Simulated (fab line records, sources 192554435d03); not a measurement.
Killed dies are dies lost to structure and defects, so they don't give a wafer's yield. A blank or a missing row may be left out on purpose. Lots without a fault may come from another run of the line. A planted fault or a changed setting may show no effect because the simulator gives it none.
Which tool did it? | flow n5_finfet | 14 lots, 41 wafers sampled, at 6 steps of a route of 1938

WHAT THE GAUGES READ, wafer by wafer
N5_BEOL_M12_CD_MEAS_17: target cd 140 nm. Usual: cd_nm 138.2 nm, standard deviation 2.
lot  | measured     | on        | cd_nm (nm)        | flag
L731 | day 11 03:43 | cd_sem-02 | 140.2 137.5 139.7 |
L733 | day 11 19:46 | cd_sem-01 | 138.5 140.9 140.0 |
L734 | day 11 22:21 | cd_sem-03 | 138.6 140.9       |
L737 | day 11 22:35 | cd_sem-01 | - - -             | OFF
L735 | day 12 06:28 | cd_sem-02 | - - -             | OFF
L736 | day 12 08:13 | cd_sem-01 | 136.3 138.4 140.1 |
L741 | day 13 10:10 | cd_sem-01 | 139.1 140.2 135.9 |
L742 | day 13 14:08 | cd_sem-03 | 140.7 141.7 142.6 |
L746 | day 14 06:16 | cd_sem-02 | 134.9 142.6 139.3 |
L749 | day 15 12:10 | cd_sem-02 | 140.6 137.6 137.8 |
L748 | day 15 12:35 | cd_sem-03 | 136.2 134.2 135.4 |
L751 | day 15 21:24 | cd_sem-03 | 139.0 141.1 137.5 |
L750 | day 15 23:33 | cd_sem-03 | 136.7 140.8 135.8 |
L752 | day 16 02:50 | cd_sem-01 | 138.2 139.2 138.6 |

N5_BEOL_M12_OVL_MEAS_29. Usual: M12_OVL -1 nm, standard deviation 6.5.
lot  | measured     | on         | M12_OVL (nm) | flag
L731 | day 11 04:04 | overlay-02 | -6 -7 -2     |
L733 | day 11 20:07 | overlay-01 | 10 3 9       |
L734 | day 11 22:50 | overlay-01 | -14 -13      |
L736 | day 12 08:43 | overlay-02 | 6 -3 6       |
L741 | day 13 10:32 | overlay-01 | -3 -5 -3     |
L742 | day 13 14:37 | overlay-01 | -4 -9 -1     |
L746 | day 14 06:44 | overlay-02 | 3 -4 -4      |
L749 | day 15 12:31 | overlay-01 | 4 2 -1       |
L748 | day 15 12:56 | overlay-02 | 5 7 4        |
L751 | day 15 21:53 | overlay-01 | 2 7 10       |
L750 | day 16 00:02 | overlay-01 | -7 -13 -13   |
L752 | day 16 03:11 | overlay-01 | -8 -6 -4     |

WHICH TOOL RAN EACH LOT (tool, then ch and the chambers of the sampled wafers, then the start)
lot  | N5_BEOL_M11_ETCH_41                           | N5_BEOL_M11_SPUTTER_48       | N5_BEOL_M12_VIA_ETCH_16            | N5_BEOL_M12_STRIP_63
L731 | rie_diel-03 ch 0,2,3, day 11 01:19 or earlier | pvd_sputter-03, day 11 01:19 | rie_diel-05 ch 0,1, day 11 03:18   | plasma_asher-01 ch 1, day 11 03:30
L733 | rie_diel-03 ch 0,1,2, day 11 17:08 or earlier | pvd_sputter-02, day 11 17:08 | rie_diel-06 ch 0,1, day 11 19:22   | plasma_asher-02 ch 0, day 11 19:34
L734 | rie_diel-02 ch 2,3, day 11 20:10 or earlier   | pvd_sputter-01, day 11 20:10 | rie_diel-04 ch 1,2, day 11 21:56   | plasma_asher-02 ch 1, day 11 22:08
L737 | rie_diel-03 ch 0,3, day 11 20:26 or earlier   | pvd_sputter-02, day 11 20:26 | rie_diel-06 ch 0,3, day 11 22:04   | plasma_asher-02 ch 0,1, day 11 22:19
L735 | rie_diel-01 ch 1,2, day 12 02:42 or earlier   | pvd_sputter-02, day 12 02:42 | rie_diel-04 ch 0,1, day 12 06:04   | plasma_asher-02 ch 1, day 12 06:16
L736 | rie_diel-02 ch 0,3, day 12 05:33 or earlier   | pvd_sputter-01, day 12 05:33 | rie_diel-04 ch 0,2, day 12 07:49   | plasma_asher-01 ch 0,1, day 12 08:01
L741 | rie_diel-03 ch 1,2,3, day 13 07:32 or earlier | pvd_sputter-02, day 13 07:32 | rie_diel-06 ch 0,1,2, day 13 09:43 | plasma_asher-01 ch 0,1, day 13 09:56
L742 | rie_diel-02 ch 0,1,2, day 13 11:58 or earlier | pvd_sputter-02, day 13 11:58 | rie_diel-06 ch 0,3, day 13 13:43   | plasma_asher-01 ch 0,1, day 13 13:56
L746 | rie_diel-02 ch 0,3, day 14 03:12 or earlier   | pvd_sputter-03, day 14 03:12 | rie_diel-05 ch 1,2, day 14 05:46   | plasma_asher-02 ch 0,1, day 14 06:03
L749 | rie_diel-02 ch 0,2, day 15 10:02 or earlier   | pvd_sputter-02, day 15 10:02 | rie_diel-06 ch 1,2,3, day 15 11:45 | plasma_asher-01 ch 0,1, day 15 11:57
L748 | rie_diel-03 ch 0,1, day 15 10:33 or earlier   | pvd_sputter-03, day 15 10:33 | rie_diel-06 ch 2,3, day 15 12:10   | plasma_asher-01 ch 0,1, day 15 12:22
L751 | rie_diel-03 ch 0,2,3, day 15 19:07 or earlier | pvd_sputter-02, day 15 19:07 | rie_diel-04 ch 1,2,3, day 15 20:59 | plasma_asher-01 ch 0,1, day 15 21:11
L750 | rie_diel-02 ch 0,2, day 15 21:24 or earlier   | pvd_sputter-03, day 15 21:24 | rie_diel-04 ch 0,3, day 15 23:08   | plasma_asher-01 ch 0,1, day 15 23:20
L752 | rie_diel-01 ch 0,1,2, day 16 00:41 or earlier | pvd_sputter-01, day 16 00:41 | rie_diel-04 ch 1,2, day 16 02:25   | plasma_asher-02 ch 0,1, day 16 02:37
- N5_BEOL_M11_ETCH_41: etches SiCN in CH3F/O2, target depth 42.6 nm, time 86 s.
- N5_BEOL_M11_SPUTTER_48: material Cu, target thk 12 nm, time 2 s.
- N5_BEOL_M12_VIA_ETCH_16: etches SiOC in C4F8/O2/Ar, target depth 724.8 nm.
- N5_BEOL_M12_STRIP_63: strips in N2/H2.

WHAT THE TOOLS THEMSELVES READ (means of the sampled wafers that have a number; where no wafer has one, the mark that the record gives instead)
N5_BEOL_M11_ETCH_41. Usual: CH3F_flow_sccm 30.00 sccm, standard deviation 0.085; O2_flow_sccm 20.00 sccm, standard deviation 0.061; bias_w 75.04 W, standard deviation 0.22; drypump_motor_current_A 6.0 A, standard deviation 0.36; oes_product_au 0.76 a.u., standard deviation 0.086; rf_vpp_V 297.8 V, standard deviation 1.5; showerhead_plenum_p_Torr 2.01 Torr, standard deviation 0.062; throttle_valve_pct 16.38 %, standard deviation 0.27.
lot  | tool        | CH3F_flow_sccm (sccm) | O2_flow_sccm (sccm) | bias_w (W) | drypump_motor_current_A (A) | oes_product_au (a.u.) | rf_vpp_V (V) | showerhead_plenum_p_Torr (Torr) | throttle_valve_pct (%) | flag
L731 | rie_diel-03 | 30.04                 | 19.99               | 74.94      | 6.4                         | 0.77                  | 299.6        | 2.06                            | 16.23                  |
L733 | rie_diel-03 | 29.94                 | 20.02               | 74.94      | 6.1                         | 0.71                  | 297.7        | 2.01                            | 16.39                  |
L734 | rie_diel-02 | 29.96                 | 19.97               | 75.22      | 5.9                         | 0.71                  | 297.2        | 2.01                            | 16.65                  |
L737 | rie_diel-03 | 29.90                 | 20.04               | 74.89      | 6.3                         | 0.77                  | 299.0        | 2.08                            | 16.20                  |
L735 | rie_diel-01 | 30.08                 | 20.02               | 75.05      | 5.5                         | 0.88                  | 296.7        | 1.97                            | 16.04                  |
L736 | rie_diel-02 | 30.01                 | 19.97               | 74.96      | 5.8                         | 0.77                  | 297.5        | 1.98                            | 16.50                  |
L741 | rie_diel-03 | 29.96                 | 20.00               | 74.98      | 6.2                         | 0.75                  | 297.8        | 2.02                            | 16.40                  |
L742 | rie_diel-02 | 30.04                 | 19.99               | 74.92      | 5.9                         | 0.77                  | 296.8        | 2.00                            | 16.41                  |
L746 | rie_diel-02 | 29.99                 | 19.92               | 74.96      | 5.8                         | 0.75                  | 296.6        | 1.97                            | 16.53                  |
L749 | rie_diel-02 | 29.92                 | 20.03               | 75.47      | 6.0                         | 0.76                  | 298.2        | 2.05                            | 16.37                  |
L748 | rie_diel-03 | 30.06                 | 20.12               | 74.95      | 6.0                         | 0.69                  | 299.1        | 2.02                            | 16.39                  |
L751 | rie_diel-03 | 30.02                 | 20.06               | 74.90      | 6.4                         | 0.74                  | 298.1        | 2.05                            | 16.29                  |
L750 | rie_diel-02 | 30.02                 | 19.98               | 75.34      | 5.9                         | 0.83                  | 297.9        | 2.03                            | 16.18                  |
L752 | rie_diel-01 | 30.00                 | 19.96               | 74.96      | 5.4                         | 0.78                  | 298.1        | 2.00                            | 16.30                  |

N5_BEOL_M11_SPUTTER_48. Usual: throttle_valve_pct 30.7 %, standard deviation 1.3.
lot  | tool           | throttle_valve_pct (%) | flag
L731 | pvd_sputter-03 | 29.9                   |
L733 | pvd_sputter-02 | 31.6                   |
L734 | pvd_sputter-01 | 30.5                   |
L737 | pvd_sputter-02 | 32.4                   |
L735 | pvd_sputter-02 | 32.5                   |
L736 | pvd_sputter-01 | 29.8                   |
L741 | pvd_sputter-02 | 32.3                   |
L742 | pvd_sputter-02 | 31.2                   |
L746 | pvd_sputter-03 | 31.0                   |
L749 | pvd_sputter-02 | 31.8                   |
L748 | pvd_sputter-03 | 29.8                   |
L751 | pvd_sputter-02 | 31.9                   |
L750 | pvd_sputter-03 | 31.0                   |
L752 | pvd_sputter-01 | 29.6                   |

N5_BEOL_M12_VIA_ETCH_16. Usual: C4F8_flow_sccm 15.00 sccm, standard deviation 0.04; O2_flow_sccm 8.002 sccm, standard deviation 0.023; bias_w 699.8 W, standard deviation 2.2; drypump_motor_current_A 5.7 A, standard deviation 0.56; oes_product_au 0.74 a.u., standard deviation 0.077; rf_vpp_V 666 V, standard deviation 3.1; showerhead_plenum_p_Torr 3.44 Torr, standard deviation 0.12; throttle_valve_pct 24.22 %, standard deviation 0.29.
lot  | tool        | C4F8_flow_sccm (sccm) | O2_flow_sccm (sccm) | bias_w (W) | drypump_motor_current_A (A) | oes_product_au (a.u.) | rf_vpp_V (V) | showerhead_plenum_p_Torr (Torr) | throttle_valve_pct (%) | flag
L731 | rie_diel-05 | 14.99                 | 8.007               | 697.5      | 5.1                         | 0.83                  | 671          | 3.62                            | 24.24                  |
L733 | rie_diel-06 | 15.00                 | 7.980               | 700.1      | 5.8                         | 0.78                  | 664          | 3.34                            | 24.21                  |
L734 | rie_diel-04 | 14.96                 | 7.992               | 697.5      | 5.8                         | 0.83                  | 666          | 3.40                            | 24.22                  |
L737 | rie_diel-06 | -                     | -                   | -          | -                           | -                     | -            | -                               | -                      | OFF
L735 | rie_diel-04 | -                     | -                   | -          | -                           | -                     | -            | -                               | -                      | OFF
L736 | rie_diel-04 | 15.02                 | 8.008               | 700.4      | 6.0                         | 0.76                  | 665          | 3.37                            | 24.02                  |
L741 | rie_diel-06 | 14.95                 | 8.010               | 700.7      | 5.4                         | 0.70                  | 666          | 3.42                            | 24.21                  |
L742 | rie_diel-06 | 15.00                 | 8.010               | 697.7      | 6.2                         | 0.77                  | 665          | 3.36                            | 24.18                  |
L746 | rie_diel-05 | 15.04                 | 7.984               | 701.0      | 5.3                         | 0.74                  | 668          | 3.45                            | 23.87                  |
L749 | rie_diel-06 | 14.92                 | 7.998               | 699.7      | 5.3                         | 0.72                  | 666          | 3.44                            | 24.13                  |
L748 | rie_diel-06 | 15.02                 | 8.000               | 697.2      | 5.6                         | 0.67                  | 667          | 3.46                            | 24.18                  |
L751 | rie_diel-04 | 15.00                 | 8.009               | 698.6      | 5.9                         | 0.73                  | 664          | 3.36                            | 24.43                  |
L750 | rie_diel-04 | 15.02                 | 8.027               | 701.3      | 6.5                         | 0.62                  | 666          | 3.43                            | 24.41                  |
L752 | rie_diel-04 | 14.99                 | 7.979               | 700.8      | 5.7                         | 0.76                  | 665          | 3.35                            | 24.18                  |

N5_BEOL_M12_STRIP_63. Usual: drypump_motor_current_A 5.67 A, standard deviation 0.052; heater_power_w 341 W, standard deviation 22; oes_product_au 0.693 a.u., standard deviation 0.0048; strip_time_to_endpoint_s 42.7 s, standard deviation 1.1.
lot  | tool            | drypump_motor_current_A (A) | heater_power_w (W) | oes_product_au (a.u.) | strip_time_to_endpoint_s (s) | flag
L731 | plasma_asher-01 | 5.64                        | 328                | 0.692                 | 41.4                         |
L733 | plasma_asher-02 | 5.70                        | 358                | 0.687                 | 42.9                         |
L734 | plasma_asher-02 | 5.72                        | 366                | 0.693                 | 42.7                         |
L737 | plasma_asher-02 | 5.72                        | 366                | 0.852                 | 93.1                         | OFF
L735 | plasma_asher-02 | 5.72                        | 364                | 0.864                 | 92.2                         | OFF
L736 | plasma_asher-01 | 5.62                        | 325                | 0.690                 | 43.2                         |
L741 | plasma_asher-01 | 5.60                        | 322                | 0.690                 | 41.6                         |
L742 | plasma_asher-01 | 5.62                        | 319                | 0.695                 | 42.5                         |
L746 | plasma_asher-02 | 5.73                        | 367                | 0.696                 | 43.1                         |
L749 | plasma_asher-01 | 5.64                        | 320                | 0.691                 | 42.8                         |
L748 | plasma_asher-01 | 5.63                        | 323                | 0.692                 | 41.8                         |
L751 | plasma_asher-01 | 5.63                        | 320                | 0.693                 | 42.4                         |
L750 | plasma_asher-01 | 5.63                        | 322                | 0.690                 | 44.5                         |
L752 | plasma_asher-02 | 5.72                        | 365                | 0.695                 | 43.2                         |

THE ANSWER, worked out from the rows above alone
Rule: a lot is off if the mean of its wafers that have a number lies more than 3 standard deviations from the usual mean. A lot without any number at a reading at which 4 lots or more have one is off too. The other lots that the step has rows for count as sound. The gauges are gone through in route order, then the tools' own readings, and for those a lot's mean is taken as printed above. The first step at which some lot is off is used, and at that step the reading that is off furthest; a lot without a number counts as furthest.
Off: L737, L735, at N5_BEOL_M12_CD_MEAS_17 (cd_nm). Without a number there: L737, L735.
A tool fits if, at a process step before that reading, it ran every lot that is off, and no sound lot after the first of them. The gauges at N5_BEOL_M12_CD_MEAS_17 aren't tried: what is off there is off at N5_BEOL_M12_VIA_ETCH_16 too, on other tools, and a gauge's error can't cause that. N5_BEOL_M11_ETCH_41 gives no start for some lots, so the hours and the order of its lots are those of N5_BEOL_M11_SPUTTER_48. None of those tried fits.

WHAT THE SIMULATOR HAD PUT IN
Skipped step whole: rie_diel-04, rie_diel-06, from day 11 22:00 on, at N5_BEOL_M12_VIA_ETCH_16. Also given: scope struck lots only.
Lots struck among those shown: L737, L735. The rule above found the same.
